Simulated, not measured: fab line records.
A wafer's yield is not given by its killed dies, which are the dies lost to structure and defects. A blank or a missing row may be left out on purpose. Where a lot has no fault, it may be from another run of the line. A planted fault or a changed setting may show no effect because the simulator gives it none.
fab line records | flow nandHarc
[record] lots = 13 wafers = 39 lastDay = 25
route steps=1159 shown A_CHANNEL_HOLE_D1@487 A_CHANNEL_FILL_D1@500 A_STAIRCASE@519
lots untouched by any fault: they come from a run of this same line in which no faults occurred
startH: hours from the record's first day to the start of the lot's first wafer shown | waitH: hours elapsed since this lot's preceding step | " unchanged from the row above | L1.1+2: a single row standing in for several wafers | - no value present, or no start provided | * or withheld: withheld | < > ~ a bound
route shown NAME@n: names a module that has steps shown in the file, with the first one's number in the route | usual: average and standard deviation across the fault-free wafers | same: alike in all rows | chamber/n: place in a boat | sites: each site's reading | _std_site: the standard deviation of these | _edge_site: the outer-site mean with the inner-site mean subtracted | radiusMm: how far each site lies from the wafer's centre | mask NAME#n: copy n | behind: the last tool/chamber to shape the wafer | hold: what put the lot on hold/how long, in hours/how the hold closed | device: the transistor (n, p or np) that didn't switch | end of line: tests run on the same wafers once the route is complete | a step with no rows: only its recipe | killed: dies that structure and defects cost at the first sort, which is not the same as the wafer's yield | map: a wafer's dies, marking killed ones x, the rest . and places with no die _
set.NAME: setting as actually run; set.NAME@STEP: the setting as run at that earlier step | model.NAME: the simulator's own value behind a step, which no gauge read
the route's steps for a sample of lots (tables are steps, rows are wafers)
services: a tool's chamber out of use, with start hour (startH, from the record's first day; less than 0 if before it), hours out, and reason
[[steps]]
[step NHARC_A_CHANNEL_HOLE_D1_CD_MEAS_30]
[usual] cdNm = 89.4/1.3
// columns lot.wafer tool chamber startH waitH cdNm
L216.3 cdSem-02 - 186.18 - 89.5
L216.4 " - " " 88.8
L216.5 " - " " 87.6
L218.2 cdSem-02 - 192.83 - 89.3
L218.3 " - " " 90.4
L218.6 " - " " 88.6
L221.1 cdSem-02 - 200.24 - 89.6
L221.4 " - " " 88.1
L221.5 " - " " 91.2
L219.1 cdSem-03 - 201.06 - 89.9
L219.4 " - " " 88.4
L219.5 " - " " 87.1
L220.1 cdSem-02 - 206.22 - 88.7
L220.3 " - " " 88.8
L220.4 " - " " 87.7
L230.1 cdSem-02 - 255.61 - 89.1
L230.3 " - " " 88.4
L230.6 " - " " 88.0
L231.3 cdSem-03 - 272.57 - 92.1
L231.5 " - " " 89.7
L231.6 " - " " 91.2
L232.1 cdSem-02 - 278.82 - 89.7
L232.4 " - " " 90.1
L232.5 " - " " 86.7
L233.3 cdSem-01 - 278.88 - 86.9
L233.4 " - " " 90.1
L233.5 " - " " 86.0
L235.1 cdSem-01 - 292.76 - 86.7
L235.3 " - " " 88.3
L235.5 " - " " 89.7
L239.1 cdSem-02 - 315.80 - 89.0
L239.2 " - " " 89.3
L239.6 " - " " 90.1
L237.1 cdSem-02 - 321.67 - 90.1
L237.3 " - " " 92.5
L237.5 " - " " 90.3
L238.2 cdSem-01 - 327.57 - 88.6
L238.4 " - " " 89.3
L238.5 " - " " 88.9
[step NHARC_A_CHANNEL_FILL_D1_ETCHBACK_20]
[recipe] targetDepthA = 270 timeS = 13.5 c4f8FlowSccm = withheld o2FlowSccm = 8 arFlowSccm = withheld rfW = 600 biasW = 1500 chemistry = C4F8/O2/Ar
[usual] oesProductAu = 0.96/0.036 rfVppV = 979/6.1
// columns lot.wafer tool chamber startH waitH oesProductAu rfHoursCounterH rfVppV
L216.3 rieDiel-10 2 210.75 - 0.92 1 972
L216.4 " 3 " " 0.93 1 979
L216.5 " 0 " " 0.93 - 979
L218.3 rieDiel-09 2 217.32 - 0.92 5 974
L218.2 " 3 " " 0.93 5 975
L218.6 " 1 " " 0.91 - 977
L219.1 rieDiel-10 3 224.80 - 1.01 1 979
L219.5 " 2 " " 1.00 - 970
L219.4 " 1 " " 1.00 - 988
L221.1 rieDiel-08 1 224.80 - 0.98 19 975
L221.5 " 3 " " 1.00 - 973
L221.4 " 1 " " 0.98 - 975
L220.3 rieDiel-10 0 231.01 - 1.01 1 979
L220.4 " 1 " " 1.00 1 989
L220.1 " 3 " " 1.01 1 980
L230.1 rieDiel-09 0 280.00 - 0.98 0 986
L230.3 " 3 " " 1.00 0 978
L230.6 " 0 " " 0.99 - 984
L231.3 rieDiel-10 0 297.88 - 0.93 3 978
L231.5 " 1 " " 0.92 - 987
L231.6 " 2 " " 0.91 - 971
L232.1 rieDiel-09 1 305.22 - 0.99 2 976
L232.4 " 1 " " 0.99 - 975
L232.5 " 0 " " 0.98 - 985
L233.4 rieDiel-10 2 305.23 - 0.92 3 972
L233.3 " 3 " " 0.93 3 978
L233.5 " 1 " " 0.93 - 989
L235.1 rieDiel-10 0 318.95 - 0.93 3 979
L235.3 " 1 " " 0.92 3 989
L235.5 " 1 " " 0.92 - 988
L239.1 rieDiel-10 1 340.14 - 0.92 4 988
L239.2 " 3 " " 0.93 4 980
L239.6 " 1 " " 0.92 - 989
L237.3 rieDiel-10 0 347.15 - 0.99 4 979
L237.1 " 3 " " 1.01 4 978
L237.5 " 0 " " 1.00 - 978
L238.2 rieDiel-09 3 353.24 - 0.93 3 977
L238.4 " 0 " " 0.91 3 985
L238.5 " 2 " " 0.92 - 972
[step NHARC_A_STAIRCASE_DEP_156]
[recipe] targetThkA = 500 tempC = 400 targetThkNm = 50 flowSccm = 200 rfW = 450 material = SiNx
[usual] heaterPowerW = 708/84
// columns lot.wafer tool chamber startH waitH heaterPowerW
L216.3 pecvd-04 2 234.88 0.1 697
L216.5 " 2 " " 686
L216.4 " 0 " " 820
L218.3 pecvd-02 1 242.60 0.1 631
L218.2 " 2 " " 810
L218.6 " 2 " " 826
L218.3 pecvd-02 1 243.03 0.4 634
L218.2 " 2 " " 802
L218.6 " 2 " " 805
L219.1 pecvd-03 2 248.66 0.1 802
L219.5 " 2 " " 773
L219.4 " 1 " " 714
L221.1 pecvd-04 2 248.86 0.1 642
L221.5 " 0 " " 771
L221.4 " 1 " " 700
L221.1 pecvd-04 2 249.29 0.4 663
L221.5 " 0 " " 749
L221.4 " 1 " " 683
L220.1 pecvd-03 1 254.95 0.1 700
L220.3 " 2 " " 702
L220.4 " 1 " " 703
L230.3 pecvd-04 1 304.79 0.4 682
L230.1 " 2 " " 666
L230.6 " 1 " " 693
L231.3 pecvd-03 1 323.28 0.1 773
L231.5 " 2 " " 764
L231.6 " 0 " " 720
L233.3 pecvd-02 1 328.92 0.1 656
L233.4 " 1 " " 638
L233.5 " 0 " " 920
L232.1 pecvd-04 2 328.98 0.1 591
L232.5 " 0 " " 714
L232.4 " 2 " " 591
L235.1 pecvd-04 1 343.47 0.1 632
L235.3 " 2 " " 667
L235.5 " 2 " " 656
L239.1 pecvd-04 1 364.19 0.1 688
L239.2 " 2 " " 599
L239.6 " 1 " " 679
L237.1 pecvd-03 2 371.13 0.1 679
L237.3 " 1 " " 699
L237.5 " 1 " " 704
L238.2 pecvd-03 0 376.96 0.1 663
L238.5 " 0 " " 658
L238.4 " 2 " " 779
[step NHARC_A_STAIRCASE_DESCUM_168]
[recipe] timeS = 3 o2FlowSccm = 200 arFlowSccm = 0 biasPowerW = 0 chemistry = O2
[usual] drypumpMotorCurrentA = 5.72/0.21 o2FlowSccm = 199.9/0.64 oesProductAu = 0.996/0.0086 rfVppV = 57.8/0.86 showerheadPlenumPTorr = 1.90/0.098 throttleValvePct = 11.311/0.0095
// columns lot.wafer tool chamber startH waitH drypumpMotorCurrentA o2FlowSccm oesProductAu rfHoursCounterH rfVppV showerheadPlenumPTorr throttleValvePct
L216.3 rieDiel-04 0 236.45 - 5.73 199.6 1.006 42 57.5 1.97 11.305
L216.4 " 1 " " 5.49 199.4 0.990 44 57.6 1.89 11.300
L216.5 " 3 " " 6.01 198.7 0.987 - 58.1 1.98 11.311
L218.2 rieDiel-04 0 243.94 - 5.66 199.2 0.996 43 57.3 1.97 11.314
L218.3 " 2 " " 5.61 199.3 1.004 47 58.0 2.06 11.300
L218.6 " 3 " " 5.96 199.6 0.991 - 58.8 1.98 11.294
L219.1 rieDiel-05 2 249.53 - 5.34 198.9 0.985 28 57.3 1.90 11.303
L219.4 " 3 " " 5.78 200.4 1.008 31 59.9 2.07 11.316
L219.5 " 1 " " 5.75 199.8 0.979 - 57.9 1.82 11.316
L221.1 rieDiel-05 1 250.16 - 5.75 199.0 0.995 34 56.7 1.82 11.322
L221.4 " 0 " " 5.70 200.2 1.000 32 56.9 1.80 11.311
L221.5 " 2 " " 5.32 200.6 0.993 - 59.1 1.90 11.312
L220.1 rieDiel-05 0 256.12 - 5.73 200.1 0.989 35 58.3 1.80 11.305
L220.4 " 1 " " 5.71 201.0 0.989 37 56.1 1.82 11.332
L220.3 " 2 " " 5.33 200.5 0.999 30 58.8 1.90 11.303
L230.1 rieDiel-05 1 305.86 - 5.73 200.7 0.994 57 57.8 1.81 11.327
L230.3 " 2 " " 5.33 200.0 0.999 51 57.6 1.89 11.319
L230.6 " 2 " " 5.33 199.6 0.996 - 57.0 1.89 11.311
L231.3 rieDiel-04 0 324.09 - 5.68 199.4 0.998 10 57.4 1.96 11.313
L231.5 " 0 " " 5.68 199.9 1.002 - 58.0 1.96 11.310
L231.6 " 1 " " 5.47 200.6 0.988 - 57.3 1.88 11.310
L233.4 rieDiel-05 2 329.91 - 5.34 200.1 0.998 59 57.2 1.89 11.307
L233.3 " 3 " " 5.78 201.1 1.000 62 58.3 2.05 11.290
L233.5 " 1 " " 5.71 199.7 0.987 - 58.1 1.81 11.301
L232.4 rieDiel-04 1 330.07 - 5.48 200.2 0.988 13 58.3 1.88 11.308
L232.1 " 2 " " 5.62 200.4 1.004 4 58.6 2.05 11.306
L232.5 " 3 " " 5.97 200.1 0.997 - 57.7 1.97 11.312
L235.1 rieDiel-06 3 344.46 - 5.74 200.0 0.999 35 59.0 1.97 11.318
L235.3 " 2 " " 5.71 198.7 0.996 36 56.8 1.80 11.310
L235.5 " 0 " " 5.60 201.5 0.999 - 56.6 1.78 11.310
L239.2 rieDiel-05 3 365.03 - 5.78 199.7 1.000 6 57.1 2.05 11.328
L239.1 " 1 " " 5.73 199.3 0.985 6 58.5 1.81 11.312
L239.6 " 2 " " 5.35 199.5 0.982 - 58.2 1.89 11.307
L237.1 rieDiel-06 0 371.99 - 5.59 199.7 1.003 45 58.1 1.77 11.312
L237.3 " 1 " " 6.19 201.3 1.012 46 57.8 1.79 11.320
L237.5 " 3 " " 5.76 200.3 1.005 - 58.1 1.97 11.314
L238.2 rieDiel-06 0 377.94 - 5.60 201.1 1.011 47 56.5 1.77 11.320
L238.4 " 1 " " 6.17 199.7 1.005 49 57.6 1.79 11.312
L238.5 " 0 " " 5.61 199.5 1.004 - 57.2 1.77 11.305
[[services]]
// columns tool chamber startH hours kind
pecvd-04 - 195.32 13.0 pm
rieDiel-06 1 202.75 4.9 repair
rieDiel-05 2 203.27 8.7 repair
rieDiel-06 1 215.78 28.6 repair
rieDiel-10 0 224.04 5.8 repair
pecvd-03 0 226.21 5.2 repair
rieDiel-06 - 242.80 9.0 pm
rieDiel-09 - 254.10 9.0 pm
pecvd-04 - 269.95 1.4 repair
rieDiel-04 - 275.37 1.1 repair
rieDiel-09 0 288.13 14.4 repair
rieDiel-04 - 289.03 9.0 pm
pecvd-03 - 292.31 13.0 pm
rieDiel-06 0 298.58 3.3 repair
rieDiel-09 3 301.91 18.4 repair
rieDiel-04 2 307.44 18.4 repair
rieDiel-09 - 329.72 0.4 repair
pecvd-02 - 334.00 13.0 pm
rieDiel-05 - 340.60 9.0 pm
rieDiel-09 0 342.52 5.1 repair
rieDiel-10 - 353.50 9.0 pm
rieDiel-09 0 372.51 3.0 repair
rieDiel-10 0 372.66 6.3 repair
pecvd-04 - 376.32 13.0 pm
[[key]]
[firstSign] step = NHARC_A_STAIRCASE_DEP_156 reading = visit direction = added
effect none on later readings
metAt NHARC_A_STAIRCASE_DEP_156
struckLots L218,L221
testerLeftOut L218,L221
notActingAt NHARC_A_CHANNEL_HOLE_D1_CD_MEAS_30,NHARC_A_CHANNEL_FILL_D1_ETCHBACK_20,NHARC_A_STAIRCASE_DESCUM_168
[fault] kind = repeatedStepWhole tool = pecvd-02,pecvd-03,pecvd-04 chamber = - onsetH = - steps = NHARC_A_STAIRCASE_DEP_156 times = 1 scope = struckLotsOnly
// testerLeftOut: of these lots the tester's yield and bins aren't shown, on N5 and GAA mostly nor the transistor test; their killed dies are dies lost to structure and defects alone, not to doping, threshold or leakage, so they don't give the yield
